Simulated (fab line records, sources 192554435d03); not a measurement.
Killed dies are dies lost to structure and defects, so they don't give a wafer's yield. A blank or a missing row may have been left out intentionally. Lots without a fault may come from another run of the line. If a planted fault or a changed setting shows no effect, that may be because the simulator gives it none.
fab line records	flow n5-finfet
[record] lots = 4	wafers = 10	last-day = 18
route steps=1938 shown DUMMY_GATE@247 SPACER0@258 SD_EPI_N@262 SD_EPI_P@326 BEOL_M4@1111 PASSIVATION@1936
lots that met no fault: taken from a fault-free run of the same line
start-h: the number of hours between the record's first day and the start of the first shown wafer of the lot	wait-h: hours from the lot's prior step to this one	" unchanged from the row above	L1.1+2: several wafers, shown together as one row	- no value, or no start was given	* or withheld: withheld	< > ~ a bound
route shown NAME@n: names a module that has steps shown in the file, with the first one's number in the route	usual: mean/standard deviation of fault-free wafers	same: alike in all rows	chamber/n: place in a boat	sites: the reading at each site	_std_site: the standard deviation of these	_edge_site: mean of outer sites minus mean of inner sites	radius-mm: for every site, how far away it sits from the centre of the wafer	mask NAME#n: copy n	behind: the most recent tool/chamber to have shaped the wafer	hold: reason for holding the lot/hours on hold/outcome of the hold	device: whichever transistor did not switch (one of n, p or np)	end of line: tests of these same wafers at the route's end	a step without rows: its recipe alone	killed: the dies lost at the first sort to structure and to defects; this is not the yield of the wafer	map: per-die view of a wafer (x killed, . not killed, _ where there is no die)
set.NAME: the run value of the setting; set.NAME@STEP: its run value at that earlier step	model.NAME: the simulator's own value behind a step, which no gauge read
certain route steps with their lots: each step a table, each wafer a row
services: from which hour (start-h, from the record's first day; less than 0 if before it) a tool's chamber was out of use, for how many hours, and why
[[steps]]
[step N5_DUMMY_GATE_ETCH_23]
[recipe] chemistry = HBr/Cl2/O2	HBr_flow_sccm = 150	Cl2_flow_sccm = 80	O2_flow_sccm = 12	bias-w = 102	target-depth-a = 410	time-s = 22.3	target = poly-Si	mask-material = SiO2	pressure-mtorr = 10	icp-w = 800
[step N5_DUMMY_GATE_ETCH_44]
[recipe] chemistry = HBr/O2	over-etch-frac = 0.7	target-depth-a = 1275	stop-on = SiO2	ion-energy-ev = 60	bias-w = 20	target = poly-Si	mask-material = SiO2	pressure-mtorr = 20	icp-w = 400	HBr_flow_sccm = 120	O2_flow_sccm = 10
[step N5_DUMMY_GATE_ETCH_42]
[recipe] chemistry = CHF3/O2	target = SiO2	target-depth-a = 35	time-s = 31	ion-energy-ev = 30	bias-w = 12	pressure-mtorr = 30	source-w = 600	Ar_flow_sccm = 200	CHF3_flow_sccm = 50	O2_flow_sccm = 5
[step N5_DUMMY_GATE_STRIP_48]
[recipe] chemistry = N2/H2	time-s = 20	power-w = 100	temp-c = 40	pressure-mtorr = 100	rf-frequency-hz = 6e+07	bias-power-w = 3	n2-flow-sccm = 300	h2-flow-sccm = 300
[step N5_DUMMY_GATE_PRECLEAN_33]
[recipe] chemistry = dHF	time-s = 10	dilution = 750:1	temp-c = 25
[step N5_DUMMY_GATE_PRECLEAN_25]
[recipe] chemistry = O3/DIW	time-s = 45	temp-c = 22	o3-ppm = 10
[step N5_DUMMY_GATE_PRECLEAN_51]
[recipe] chemistry = SC2	time-s = 45	temp-c = 35	mix = 1:1:50
[step N5_DUMMY_GATE_SRD_26]
[recipe] dry = ipa-marangoni	time-s = 30	temp-c = 23	rinse-liquid = diw
[step N5_DUMMY_GATE_UV_OZONE_45]
[recipe] time-s = 120	pressure-torr = 760	temp-c = 25
[step N5_SPACER0_ALD_07]
[recipe] material = SiNx	target-thk-a = 20	temp-c = 400	ald-precursor-family = SiH2I2	ald-co-reactant = N2/H2-plasma	pressure-torr = 2
[step N5_SPACER0_ALD_00]
[recipe] material = SiOCN	target-thk-a = 35	temp-c = 400	ald-precursor-family = alkyl-aminosilane	ald-co-reactant = O2/N2-plasma	pulse-time-s = 3	purge-time-s = 2	co-reactant-purge-time-s = 2	ald-cycles = 58	pressure-torr = 2
[usual] ald-cycles = 58/0	heater-power-outer-w = 526/59	heater-power-w = 843/92	precursor-pulse-height-rel = 0.998/0.021
lot.wafer	tool	chamber	start-h	wait-h	ald-cycles	heater-power-outer-w	heater-power-w	precursor-pulse-height-rel
L424.1	ald-sin-03	3	116.59	0.1	64	484	806	1.014
L424.4	"	2	"	"	58	513	780	0.996
L425.4	ald-sin-03	0	120.88	0.1	58	557	922	0.965
L425.6	"	2	"	"	64	499	757	0.984
L435.2	ald-sin-01	1	182.77	0.1	58	471	695	1.026
L435.3	"	3	"	"	58	533	810	0.998
L435.6	"	0	"	"	58	475	829	0.998
L436.2	ald-sin-03	1	187.28	0.1	58	444	748	0.988
L436.3	"	0	"	"	58	575	926	1.007
L436.5	"	0	"	"	58	588	911	1.027
[step N5_SPACER0_ALD_08]
[recipe] material = SiNx	target-thk-a = 20	temp-c = 400	ald-precursor-family = SiH2I2	ald-co-reactant = N2/H2-plasma	pressure-torr = 2
[step N5_SD_EPI_N_COAT_32]
[recipe] resist = SOC	temp-c = 250	time-s = 60	spin-rpm = 1500	resist-thk-nm = 350
[step N5_SD_EPI_N_COAT_33]
[recipe] resist = SiARC	temp-c = 220	time-s = 60	spin-rpm = 1500	resist-thk-nm = 35
[step N5_SD_EPI_N_COAT_03]
[recipe] resist = CAR-ArF-block	spin-rpm = 1500	resist-thk-nm = 150
[step N5_SD_EPI_N_EBR_05]
[recipe] solvent = PGMEA	ebr-width-mm = 1.5
[step N5_SD_EPI_N_SOFTBAKE_04]
[recipe] temp-c = 110	time-s = 60	resist = CAR-ArF-block
[step N5_SD_EPI_N_EXPOSE_06]
[recipe] mask-id = SD_N_BLK	na = 1.35	source-shape = conventional	sigma-outer = 0.8	polarization = unpolarized	target-cd-nm = 120	dose-mj = 39.75
[step N5_SD_EPI_N_PEB_07]
[recipe] peb-temp-c = 110	peb-time-s = 60	resist = CAR-ArF-block
[step N5_SD_EPI_N_DEVELOP_08]
[recipe] develop-time-s = 30	developer = TMAH	resist = CAR-ArF-block	dev-temp-c = 23	rinse-liquid = diw	dry = air-spin
[step N5_SD_EPI_N_DESCUM_14]
[recipe] chemistry = O2	time-s = 7.9	source-power-w = 50	bias-power-w = 20	pressure-mtorr = 20	rf-frequency-hz = 2.712e+07	temp-c = 40	resist = CAR-ArF-block	o2-flow-sccm = 225
[step N5_SD_EPI_N_ETCH_34]
[recipe] chemistry = CF4	target = SiARC	target-depth-a = 455	mask-material = CAR-ArF-block	time-s = 75.8	ion-energy-ev = 80	pressure-mtorr = 40	source-w = 545	bias-w = 36	Ar_flow_sccm = 100	cf4-flow-sccm = 100	ends = cleared
[step N5_SD_EPI_N_ETCH_35]
[recipe] chemistry = N2/H2	target = SOC	overetch-a = 1080	mask-material = SiARC	temp-c = 40	ion-energy-ev = 100	source-w = 3000	bias-w = 133	pressure-mtorr = 20	time-s = 486	n2-flow-sccm = 200	h2-flow-sccm = 200
[step N5_SD_EPI_N_STRIP_36]
[recipe] chemistry = N2/H2	temp-c = 40	n2-flow-sccm = 200	h2-flow-sccm = 200	rf-frequency-hz = 6e+07
[step N5_SD_EPI_N_ETCHBACK_44]
[recipe] chemistry = CH3F/O2	mode = anisotropic-etchback	target = SiNx	target-depth-a = 145	stop-on = SiO2	over-etch-frac = 0.3	ion-energy-ev = 120	pressure-mtorr = 30	source-w = 395	bias-w = 73	Ar_flow_sccm = 150	CH3F_flow_sccm = 30	O2_flow_sccm = 20
[step N5_SD_EPI_N_ETCH_45]
[recipe] chemistry = CH3F/O2	target = SiOCN	target-depth-a = 60	mask-material = SOC	ion-energy-ev = 60	bias-w = 29	pressure-mtorr = 15	source-w = 410	Ar_flow_sccm = 150	CH3F_flow_sccm = 30	O2_flow_sccm = 20
[step N5_SD_EPI_N_ETCH_16]
[recipe] chemistry = CHF3/O2	target = SiO2	target-depth-a = 50	mask-material = SOC	pressure-mtorr = 30	source-w = 650	bias-w = 170	Ar_flow_sccm = 200	CHF3_flow_sccm = 50	O2_flow_sccm = 5	ion-energy-ev = 200
[step N5_SD_EPI_N_STRIP_47]
[recipe] chemistry = CHF3/O2	resist = SiARC	rf-frequency-hz = 6e+07
[step N5_SD_EPI_N_SD_RECESS_17]
[recipe] chemistry = HBr/Cl2/O2	target-depth-a = 410	mask-material = SOC	time-s = 23.7	bt-time-s = 3	pressure-mtorr = 10	icp-w = 800	bias-w = 112	HBr_flow_sccm = 150	Cl2_flow_sccm = 80	O2_flow_sccm = 12
[step N5_SD_EPI_N_STRIP_38]
[recipe] chemistry = N2/H2	power-w = 1000	temp-c = 250	h2-frac = 0.65	overash-fraction = 0.3	pressure-mtorr = withheld	n2-flow-sccm = 1750	h2-flow-sccm = 3250
[step N5_SD_EPI_N_WET_ETCH_43]
[recipe] chemistry = dHF	dilution = withheld	time-s = 14	target = SiO2	target-depth-a = 15	temp-c = 25
[step N5_SD_EPI_N_STRIP_18]
[recipe] chemistry = SPM	time-s = 750	temp-c = 130	h2so4-h2o2-vol-ratio = 4
[step N5_SD_EPI_N_SRD_20]
[recipe] dry = ipa-marangoni	do-ppb = 5	time-s = 30	temp-c = 23	rinse-liquid = diw
[step N5_SD_EPI_N_PRECLEAN_48]
[recipe] chemistry = NF3:NH3	afs-cycles = 2	temp-c = 30	time-s = 20	sublimation-temp-c = 180	sublimation-time-s = 60	pressure-torr = 3	rf-power-w = 30
[step N5_SD_EPI_N_VAPOR_ETCH_50]
[recipe] chemistry = HCl	target = Si	temp-c = 775	time-s = 54	pressure-torr = 20	mode = isotropic
[step N5_SD_EPI_N_EPI_21]
[recipe] material = Si:P	dopant = P	temp-c = 680	pressure-torr = 255	time-s = 690
[step N5_SD_EPI_P_PRECLEAN_32]
[recipe] chemistry = dHF	time-s = 10	dilution = 500:1	temp-c = 25
[same] time-s = 10
lot.wafer	tool	chamber	start-h	wait-h	model.SiOCN_of_SPACER0_ALD_00.thk-nm
L424.1	wet-bench-02	2	127.21	0.0	3.8
L424.4	"	1	"	"	3.4
L425.4	wet-bench-05	3	129.96	0.0	3.4
L425.6	"	5	"	"	3.8
L435.2+3+6	wet-bench-03	7,4,5	192.22	0.0	3.4
L436.2+3+5	wet-bench-02	5,4,6	196.91	0.0	3.4
[step N5_BEOL_M4_RC_MEAS_101]
[usual] DIBL_N = 35.9/1.4	DIBL_P = 35.9/1.7	IOFF_N = 0.160/0.026	IOFF_P = 0.21/0.036	ION_N = 672/11	ION_P = 461/8.1	REXT_P = 101.0/2.3	SS_N = 71.4/0.54	SS_P = 73.2/0.67	VT_N = 249.3/2.7	VT_P = -250/3.9
lot.wafer	tool	chamber	start-h	wait-h	DIBL_N[mV/V]	DIBL_P[mV/V]	IOFF_N[nA/um]	IOFF_P[nA/um]	ION_N[uA/um]	ION_P[uA/um]	REXT_P[ohm.um]	SS_N[mV/dec]	SS_P[mV/dec]	VT_N[mV]	VT_P[mV]
L424.1	prober-01	0	232.06	0.0	33.2	33.9	0.111	0.14	645	442	108.6	70.7	73.2	256.5	-257
L424.4	"	0	"	"	35.5	35.0	0.142	0.17	665	451	101.1	70.7	73.6	251.3	-255
L425.4	prober-02	0	250.50	0.5	34.6	34.6	0.135	0.18	671	457	103.7	71.3	72.2	251.0	-253
L425.6	"	0	"	"	35.0	35.7	0.134	0.18	670	458	109.5	71.4	72.4	251.3	-254
L435.2	prober-01	0	309.85	0.2	34.5	35.1	0.159	0.19	681	463	97.8	71.0	73.0	249.1	-252
L435.3	"	0	"	"	35.1	37.1	0.174	0.22	690	470	97.1	71.7	73.1	246.4	-252
L435.6	"	0	"	"	34.4	35.6	0.158	0.20	682	466	97.1	71.4	72.7	248.8	-251
L436.2	prober-02	0	316.42	0.2	39.0	40.0	0.214	0.25	680	464	101.3	72.3	74.7	247.5	-248
L436.3	"	0	"	"	38.4	39.7	0.194	0.24	668	459	101.1	71.7	74.4	249.7	-250
L436.5	"	0	"	"	35.8	36.9	0.151	0.19	663	456	101.1	71.6	73.2	252.8	-254
[step N5_PASSIVATION_PROBE_49]
[usual] defect-limited-yield = 90.9/1.5	killed_at_M0_to_M3 = 35/10	killed_at_M4_up = 14/5.2	killed-at-contacts = 13/7.3	killed-at-front-end = 42/12	killed-at-other = 3.4/2.5	killed-dies = 108/18	killed-open = 70/13	killed-short = 35/8	sort_bin_5_function = 5.4/1	sort_bin_6_memory = 3.4/0.71	sort_bin_8_speed = 0.00/0.0099	sort-n-pass = 1072/18	sort-yield-pct = 90.9/1.5
[same] gross-dies = 1180	killed-at-back-side = 0	sort_bin_4_leakage[%] = 0
lot.wafer	tool	chamber	start-h	wait-h	defect-limited-yield[%]	killed_at_M0_to_M3	killed_at_M4_up	killed-at-contacts	killed-at-front-end	killed-at-other	killed-dies	killed-open	killed-short	sort_bin_5_function[%]	sort_bin_6_memory[%]	sort_bin_8_speed[%]	sort-n-pass	sort-yield-pct[%]
L424.1	prober-02	-	341.32	0.0	88.9	51	18	9	52	1	131	90	38	6.5	4.3	0.08	1048	88.8
L424.4	prober-02	-	341.47	0.2	89.0	42	17	17	47	7	130	88	35	7.0	3.8	0	1050	89.0
L425.4	prober-01	-	346.44	0.2	92.0	32	17	7	34	4	94	62	29	4.6	2.9	0	1086	92.0
L425.6	prober-01	-	346.54	0.3	92.5	24	14	5	41	5	89	58	23	4.7	1.9	0	1091	92.5
L435.2	prober-01	-	417.92	0.1	92.1	25	13	2	47	6	93	66	27	4.2	3.1	0	1087	92.1
L435.3	prober-01	-	417.97	0.1	89.2	42	10	11	55	9	127	72	53	6.9	3.6	0	1053	89.2
L435.6	prober-01	-	418.12	0.3	90.0	34	19	15	45	5	118	74	40	5.3	4.5	0	1062	90.0
L436.2	prober-02	-	429.98	0.1	90.4	37	15	13	47	1	113	74	33	5.6	3.6	0	1067	90.4
L436.3	prober-02	-	430.03	0.1	89.2	48	12	19	48	0	127	86	41	6.3	4.3	0	1053	89.2
L436.5	prober-02	-	430.13	0.2	89.2	37	14	36	37	3	127	88	37	6.2	4.2	0	1053	89.2
// killed by level:class
L424.1 BEOL_M3:geometric-particle:open=17 STI_FIN_REVEAL:geometric-particle:open=13 BEOL_M0_SAQP:geometric-particle:short=10 BEOL_M4:geometric-particle:open=10 FIN_SAQP:geometric-particle:open=9 MOL_CONTACT_COAG:geometric-particle:open=7 BEOL_M2:geometric-particle:open=7 ILD0:geometric-particle:open=5
L424.4 MOL_CONTACT_COAG:geometric-particle:open=13 STI_FIN_REVEAL:geometric-particle:open=10 FIN_SAQP:geometric-particle:open=8 BEOL_M0_SAQP:geometric-particle:open=8 BEOL_M3:geometric-particle:open=8 BEOL_M4:geometric-particle:open=7 BEOL_M0_SAQP:geometric-particle:short=7 DUMMY_GATE:geometric-particle:open=6
L425.4 FIN_SAQP:geometric-particle:short=9 BEOL_M1:geometric-particle:open=8 BEOL_M4:geometric-particle:open=7 MOL_CONTACT_COAG:geometric-particle:open=6 BEOL_M2:geometric-particle:open=6 FIN_SAQP:geometric-particle:open=5 STI_FIN_REVEAL:geometric-particle:open=4 BEOL_M0_SAQP:geometric-particle:open=4
L425.6 FIN_SAQP:geometric-particle:open=8 HKMG_FIN:area-etch=8 BEOL_M1:geometric-particle:open=7 BEOL_M4:geometric-particle:open=6 BEOL_M0:geometric-particle:open=5 STARTING-WAFER:geometric-particle:open=5 FIN_SAQP:geometric-particle:short=4 STI_FIN_REVEAL:geometric-particle:open=4
L435.2 FIN_SAQP:geometric-particle:open=21 BEOL_M2:geometric-particle:open=9 FIN_SAQP:geometric-particle:short=8 STI_FIN_REVEAL:geometric-particle:open=5 DUMMY_GATE:geometric-particle:open=5 PASS1_CAP:geometric-particle:open=5 GATE_CUT:geometric-particle:short=4 BEOL_M0_SAQP:geometric-particle:open=4
L435.3 FIN_SAQP:geometric-particle:short=22 FIN_SAQP:geometric-particle:open=14 BEOL_M2:geometric-particle:open=13 MOL_CONTACT_COAG:geometric-particle:open=10 BEOL_M3:geometric-particle:open=8 STI_FIN_REVEAL:geometric-particle:open=6 BEOL_M0_SAQP:geometric-particle:short=6 PASS1_CAP:geometric-particle:short=5
L435.6 BEOL_M2:geometric-particle:open=16 FIN_SAQP:geometric-particle:short=14 MOL_CONTACT_COAG:geometric-particle:open=13 FIN_SAQP:geometric-particle:open=12 BEOL_M4:geometric-particle:open=7 BEOL_M0_SAQP:geometric-particle:short=7 GATE_CUT:geometric-particle:short=5 STI_FIN_REVEAL:geometric-particle:open=4
L436.2 STI_FIN_REVEAL:geometric-particle:open=15 MOL_CONTACT_COAG:geometric-particle:open=9 BEOL_M0_SAQP:geometric-particle:short=9 BEOL_M0_SAQP:geometric-particle:open=9 BEOL_M1:geometric-particle:open=6 DUMMY_GATE:geometric-particle:open=5 BEOL_M3:geometric-particle:open=5 FIN_SAQP:geometric-particle:open=4
L436.3 BEOL_M0_SAQP:geometric-particle:open=17 FIN_SAQP:geometric-particle:open=13 MOL_CONTACT_COAG:geometric-particle:open=12 BEOL_M0_SAQP:geometric-particle:short=9 BEOL_M2:geometric-particle:open=8 STI_FIN_REVEAL:geometric-particle:open=7 BEOL_M1:geometric-particle:open=7 MOL_CONTACT_COAG:geometric-particle:short=7
L436.5 MOL_CONTACT_COAG:geometric-particle:open=31 BEOL_M0_SAQP:geometric-particle:open=11 STI_FIN_REVEAL:geometric-particle:open=10 FIN_SAQP:geometric-particle:open=8 BEOL_M0_SAQP:geometric-particle:short=7 STI_FIN_REVEAL:geometric-particle:short=7 MOL_CONTACT_COAG:geometric-particle:short=5 BEOL_M1:geometric-particle:open=5
[[services]]
tool	chamber	start-h	hours	kind
ald-sin-01	-	93.35	1.7	repair
ald-sin-03	2	102.83	8.4	repair
wet-bench-02	-	166.83	0.5	repair
[[key]]
[first-sign] step = N5_SPACER0_ALD_00	reading = ald-cycles	direction = up	sigmas = 99+	usual = *	struck = *
[effect] step = N5_BEOL_M4_RC_MEAS_101	reading = REXT_P	direction = up	sigmas = 3.5	usual = 101.0	struck = 109.1
[model-effect] step = N5_SD_EPI_P_PRECLEAN_32	value = SiOCN_of_SPACER0_ALD_00.thk-nm	without = 3.4	struck = 3.8
met-at N5_SPACER0_ALD_00
struck-wafers L424.1,L425.6
[fault] kind = process-parameter-drift	tool = ald-sin-03	chamber = -	onset-h = 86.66	steps = N5_SPACER0_ALD_00	channel = ald-cycles	offset = *	shape = step	end-h = 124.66	scope = struck-wafers-only	acts-in = *	stated = *
